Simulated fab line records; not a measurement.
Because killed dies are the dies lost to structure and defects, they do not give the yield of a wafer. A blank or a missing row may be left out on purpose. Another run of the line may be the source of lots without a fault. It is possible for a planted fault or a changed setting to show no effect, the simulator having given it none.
fab line records    flow n5Finfet
record lots=10  wafers=30  lastDay=19
route steps=1938 shown MIM_TOP@1835 MIM_TOP_LITHO@1847 MIM_BOT_ETCH@1867 PASSIVATION@1930
lots with no fault: from the same line, run without faults
startH: the number of hours between the record's first day and the start of the first shown wafer of the lot    waitH: hours since the lot's step before    " identical to the entry in the row above    L1.1+2: one row covering several wafers at once    - no value, or no start given    * or withheld: withheld    < > ~ a bound
route shown NAME@n: names a module that has steps shown in the file, with the first one's number in the route    usual: mean/standard deviation of fault-free wafers    same: alike in all rows    chamber/n: place in a boat    sites: the reading at each site    _std_site: how widely they spread, as a standard deviation    _edge_site: outer sites' mean less inner sites'    radiusMm: for every site, how far away it sits from the centre of the wafer    mask NAME#n: copy n    behind: the last tool/chamber to shape the wafer    hold: what put the lot on hold/how long, in hours/how the hold closed    device: names the non-switching transistor (n, p or np)    end of line: the route-end tests of the same wafers    for a step that has no rows: nothing shown but its recipe    killed: at the first sort, the dies lost to defects and structure; wafer yield is something else    map: dies across one wafer; x = killed, . = not, _ = none there
set.NAME: the run value of the setting; set.NAME@STEP: its run value at that earlier step    model.NAME: the simulator's own value behind a step, which no gauge read
the route's steps for a sample of lots (tables are steps, rows are wafers)
services: the hour from which a tool's chamber was out of use, counted from the record's first day as startH (under 0 if before that day), plus the number of hours and why
## steps
# step N5_MIM_TOP_ALD_01
# recipe material=HfO2  targetThkA=56  tempC=withheld  aldPrecursorFamily=Hf-amide  aldCoReactant=O3  pulseTimeS=1  purgeTimeS=3  coReactantPurgeTimeS=2  coReactantPulseTimeS=3  aldCycles=62
# usual precursorPulseHeightRel=1.002/0.02
# same pulseTimeS=1
lot.wafer  tool      chamber  startH  waitH  precursorPulseHeightRel
L755.2     aldHk-01  0        -       -      1.012
L755.4     "         1        "       "      1.000
L755.5     "         1        "       "      0.952
L754.2     aldHk-03  3        -       -      0.987
L754.5     "         2        "       "      1.002
L754.6     "         1        "       "      0.996
L758.1     aldHk-03  0        -       -      1.028
L758.2     "         1        "       "      1.009
L758.6     "         2        "       "      0.998
L757.2     aldHk-02  0        -       -      0.979
L757.3     "         2        "       "      0.969
L757.6     "         0        "       "      1.024
L761.3     aldHk-02  3        -       -      0.977
L761.5     "         1        "       "      1.027
L761.6     "         0        "       "      1.008
L765.4     aldHk-01  1        -       -      1.029
L765.5     "         3        "       "      1.014
L765.6     "         0        "       "      0.997
L773.3     aldHk-01  1        -       -      1.019
L773.4     "         3        "       "      1.004
L773.6     "         1        "       "      1.022
L774.1     aldHk-02  3        -       -      1.050
L774.2     "         1        "       "      0.981
L774.5     "         0        "       "      0.999
L775.1     aldHk-03  1        -       -      0.993
L775.4     "         2        "       "      1.010
L775.5     "         0        "       "      0.993
L776.2     aldHk-02  1        -       -      1.001
L776.3     "         2        "       "      0.993
L776.6     "         1        "       "      0.976
# step N5_MIM_TOP_LITHO_CD_MEAS_08
# recipe targetCdNm=2000  landingEnergyEv=500  detector=seInlens
# usual cdNm=2001.1/1.8
lot.wafer  tool      chamber  startH  waitH  cdNm
L755.2     cdSem-03  0        301.45  -      2000.6
L755.4     "         0        "       "      1999.6
L755.5     "         0        "       "      2000.7
L754.2     cdSem-01  0        307.23  -      2002.3
L754.5     "         0        "       "      2001.9
L754.6     "         0        "       "      2002.2
L758.1     cdSem-03  0        312.28  -      2005.0
L758.2     "         0        "       "      2004.1
L758.6     "         0        "       "      2003.4
L757.2     cdSem-02  0        313.90  -      1999.8
L757.3     "         0        "       "      2000.1
L757.6     "         0        "       "      2000.4
L761.3     cdSem-03  0        330.92  -      2000.5
L761.5     "         0        "       "      1999.6
L761.6     "         0        "       "      2001.4
L765.4     cdSem-02  0        366.51  -      2002.8
L765.5     "         0        "       "      2002.3
L765.6     "         0        "       "      2002.0
L773.3     cdSem-03  0        406.35  -      2001.4
L773.4     "         0        "       "      2002.3
L773.6     "         0        "       "      1998.5
L774.1     cdSem-01  0        427.77  -      2000.6
L774.2     "         0        "       "      2000.9
L774.5     "         0        "       "      1999.4
L775.1     cdSem-01  0        432.18  -      2001.6
L775.4     "         0        "       "      2002.4
L775.5     "         0        "       "      2000.5
L776.2     cdSem-02  0        435.14  -      2003.1
L776.3     "         0        "       "      2003.9
L776.6     "         0        "       "      2001.6
# step N5_MIM_BOT_ETCH_ETCH_03
# recipe chemistry=Cl2/BCl3  targetDepthA=120  pressureMtorr=8  icpW=800  biasW=100  Cl2_flow_sccm=20  bcl3FlowSccm=80
# usual biasW=100.0/0.31  drypumpMotorCurrentA=5.6/0.42  mfcCl2Sccm=20.01/0.059  oesProductAu=0.79/0.1  rfFwdPowerW=792.3/2.6  throttleValvePct=27.65/0.22
lot.wafer  tool         chamber  startH  waitH  biasW  drypumpMotorCurrentA  mfcCl2Sccm  oesProductAu  rfFwdPowerW  rfHoursCounterH  throttleValvePct
L755.2     rieMetal-01  0        302.45  0.1    100.1  6.1                   20.10       0.66          790.4        99               27.40
L755.4     "            0        "       "      100.5  6.1                   20.08       0.65          792.9        -                27.43
L755.5     "            1        "       "      99.8   5.5                   19.98       0.78          789.7        -                27.89
L754.2     rieMetal-03  0        308.23  0.1    100.2  5.2                   20.00       0.67          794.7        95               27.87
L754.5     "            0        "       "      100.5  5.2                   19.98       0.67          794.5        -                27.87
L754.6     "            1        "       "      100.0  5.1                   19.96       0.67          794.9        -                27.43
L758.1     rieMetal-02  1        313.52  0.1    99.6   6.1                   19.99       0.79          789.4        31               27.68
L758.2     "            0        "       "      100.1  5.2                   19.90       0.97          791.5        2                27.41
L758.6     "            1        "       "      100.0  6.1                   20.04       0.79          787.5        -                27.68
L757.2     rieMetal-03  0        315.42  0.1    99.9   5.3                   19.91       0.68          797.7        96               27.89
L757.3     "            0        "       "      99.4   5.3                   19.96       0.67          794.8        -                27.88
L757.6     "            0        "       "      99.8   5.2                   19.96       0.66          794.4        -                27.87
L761.3     rieMetal-02  1        333.10  0.2    99.5   6.2                   20.01       0.78          786.2        -                27.68
L761.5     "            1        "       "      100.1  6.1                   19.94       0.79          789.0        -                27.68
L761.6     "            0        "       "      99.6   5.1                   20.11       0.93          789.6        -                27.43
L765.4     rieMetal-02  1        367.90  0.1    99.8   6.2                   20.03       0.77          793.0        -                27.71
L765.5     "            0        "       "      100.6  5.2                   19.99       0.92          792.5        -                27.43
L765.6     "            1        "       "      99.8   6.1                   20.02       0.77          788.8        -                27.71
L773.3     rieMetal-02  1        407.89  0.1    99.8   6.1                   19.92       0.77          795.3        -                27.73
L773.4     "            0        "       "      100.0  5.2                   19.94       0.89          794.5        -                27.44
L773.6     "            1        "       "      99.9   6.1                   20.01       0.76          795.5        -                27.72
L774.1     rieMetal-02  1        429.65  0.1    99.6   6.1                   20.00       0.77          789.0        42               27.70
L774.2     "            0        "       "      100.4  5.2                   19.95       0.89          792.5        13               27.45
L774.5     "            1        "       "      99.8   6.1                   20.09       0.76          790.9        -                27.71
L775.1     rieMetal-01  1        433.35  0.1    100.0  5.4                   20.05       0.74          790.6        62               27.93
L775.4     "            1        "       "      99.8   5.5                   20.07       0.74          790.0        -                27.94
L775.5     "            1        "       "      99.6   5.4                   19.93       0.74          791.5        -                27.93
L776.2     rieMetal-02  1        436.17  0.1    99.9   6.1                   20.01       0.76          791.7        43               27.72
L776.3     "            1        "       "      100.2  6.1                   19.99       0.76          788.3        -                27.74
L776.6     "            1        "       "      100.2  6.1                   19.96       0.76          791.6        -                27.71
# step N5_PASSIVATION_ETCH_54
# recipe chemistry=CHF3/O2  target=SiO2  targetDepthA=8800  CHF3_flow_sccm=50  O2_flow_sccm=5  Ar_flow_sccm=200  timeS=440  maskMaterial=PR  pressureMtorr=30  sourceW=650  biasW=170  ionEnergyEv=200
# usual biasW=170.0/0.5  drypumpMotorCurrentA=5.8/0.46  mfcArSccm=200.0/0.63  oesProductAu=0.85/0.086  rfFwdPowerW=649.4/2.1  rfVppV=529/8.4  showerheadPlenumPTorr=2.45/0.086  throttleValvePct=18.67/0.25
lot.wafer  tool        chamber  startH  waitH  biasW  drypumpMotorCurrentA  mfcArSccm  oesProductAu  rfFwdPowerW  rfHoursCounterH  rfVppV  showerheadPlenumPTorr  throttleValvePct
L755.2     rieDiel-05  2        308.93  0.1    169.7  5.5                   201.4      0.70          648.6        243              525     2.45                   18.66
L755.4     "           3        "       "      169.8  6.1                   200.1      0.72          653.6        -                525     2.38                   18.95
L755.5     "           2        "       "      169.7  5.5                   200.9      0.70          647.9        -                526     2.45                   18.65
L754.2     rieDiel-04  0        314.40  0.1    169.8  5.6                   201.3      0.75          649.6        135              507     2.32                   18.51
L754.5     "           3        "       "      169.5  5.8                   200.6      0.95          648.2        -                526     2.47                   18.99
L754.6     "           0        "       "      169.9  5.6                   200.4      0.75          650.8        -                506     2.31                   18.52
L758.1     rieDiel-02  2        320.01  0.1    169.3  6.4                   199.7      0.78          648.4        121              539     2.52                   18.78
L758.2     "           0        "       "      170.5  5.8                   199.6      0.89          648.4        30               535     2.56                   18.48
L758.6     "           0        "       "      171.0  5.8                   198.9      0.89          649.0        -                536     2.56                   18.48
L757.2     rieDiel-05  3        320.56  0.1    170.5  6.1                   200.0      0.71          646.1        216              525     2.38                   18.96
L757.3     "           1        "       "      170.6  6.5                   200.3      0.90          652.7        23               535     2.57                   18.78
L757.6     "           2        "       "      169.8  5.5                   200.0      0.69          648.0        -                526     2.45                   18.64
L761.3     rieDiel-05  0        354.00  0.1    185.9  5.6                   199.8      0.97          648.1        7                577     2.37                   18.83
L761.5     "           3        "       "      184.7  6.1                   200.6      0.71          650.2        -                562     2.38                   18.98
L761.6     "           2        "       "      184.3  5.5                   200.7      0.97          647.1        -                563     2.45                   18.20
L765.4     rieDiel-05  1        373.32  0.1    184.0  6.5                   200.0      0.87          646.1        41               572     2.56                   18.81
L765.5     "           0        "       "      184.4  5.6                   199.1      0.94          649.1        -                577     2.36                   18.84
L765.6     "           3        "       "      184.3  6.1                   199.6      0.70          649.4        -                564     2.38                   19.00
L773.3     rieDiel-02  0        415.77  0.1    170.0  5.8                   199.8      0.82          648.1        79               537     2.54                   18.57
L773.4     "           1        "       "      170.9  5.8                   199.7      0.91          650.5        -                520     2.45                   18.59
L773.6     "           0        "       "      169.8  5.8                   199.3      0.82          649.1        -                535     2.54                   18.56
L774.1     rieDiel-04  2        435.70  0.1    169.9  6.0                   199.4      0.90          646.5        24               523     2.57                   18.42
L774.2     "           3        "       "      170.1  5.7                   199.2      0.86          648.7        44               524     2.45                   19.03
L774.5     "           1        "       "      170.4  5.3                   199.5      0.86          650.3        -                526     2.47                   19.03
L775.1     rieDiel-05  2        440.92  0.1    170.1  5.5                   200.0      0.88          651.5        36               525     2.44                   18.24
L775.4     "           1        "       "      170.0  6.5                   201.5      0.82          649.1        70               532     2.55                   18.84
L775.5     "           2        "       "      171.3  5.5                   200.9      0.88          649.0        -                525     2.44                   18.24
L776.2     rieDiel-05  3        442.36  0.1    169.8  6.1                   198.9      0.96          650.3        2                524     2.37                   18.61
L776.3     "           1        "       "      170.1  6.5                   200.0      0.82          650.5        71               535     2.55                   18.87
L776.6     "           3        "       "      169.9  6.1                   199.4      0.98          650.3        -                526     2.37                   18.62
## services
tool        chamber  startH  hours  kind
rieDiel-05  2        293.30  10.5   repair
rieDiel-05  -        300.33  0.8    repair
rieDiel-02  0        304.01  13.7   repair
rieDiel-05  0        304.85  -      clean
rieDiel-05  0        304.85  -      consumableReplace:focusRing
rieDiel-05  0        304.85  18.9   scheduledDown
rieDiel-05  0        304.85  18.9   ventCycle
aldHk-01    -        308.60  4.3    pm
rieDiel-05  2        324.63  -      clean
rieDiel-05  2        324.63  -      consumableReplace:focusRing
rieDiel-05  2        324.63  16.0   scheduledDown
rieDiel-05  2        324.63  16.0   ventCycle
rieDiel-04  -        328.22  20.3   repair
rieDiel-02  2        329.23  17.8   repair
rieDiel-05  -        333.67  14.6   pm
rieDiel-05  0        359.71  4.8    repair
rieDiel-04  3        360.47  4.1    repair
aldHk-01    -        371.94  2.8    pm
rieDiel-02  1        377.18  19.5   repair
aldHk-02    -        396.20  14.6   pm
rieDiel-04  1        399.45  5.4    repair
rieDiel-02  3        410.07  7.9    repair
rieDiel-05  3        414.34  -      clean
rieDiel-05  0        420.52  6.9    repair
## key
firstSign step=N5_PASSIVATION_ETCH_54  reading=biasW  direction=up  sigmas=29  usual=*  struck=*
effect step=N5_PASSIVATION_ETCH_54  reading=rfVppV  direction=up  sigmas=4.7  usual=529  struck=569
metAt N5_PASSIVATION_ETCH_54
struckLots L761,L765
notActingAt N5_MIM_TOP_ALD_01,N5_MIM_TOP_LITHO_CD_MEAS_08,N5_MIM_BOT_ETCH_ETCH_03
onsetBetween 320.56 354.00
fault kind=processParameterDrift  tool=rieDiel-05  chamber=-  onsetH=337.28  steps=N5_PASSIVATION_ETCH_54  channel=biasW  offset=*  shape=step  endH=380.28  actsIn=*  stated=*
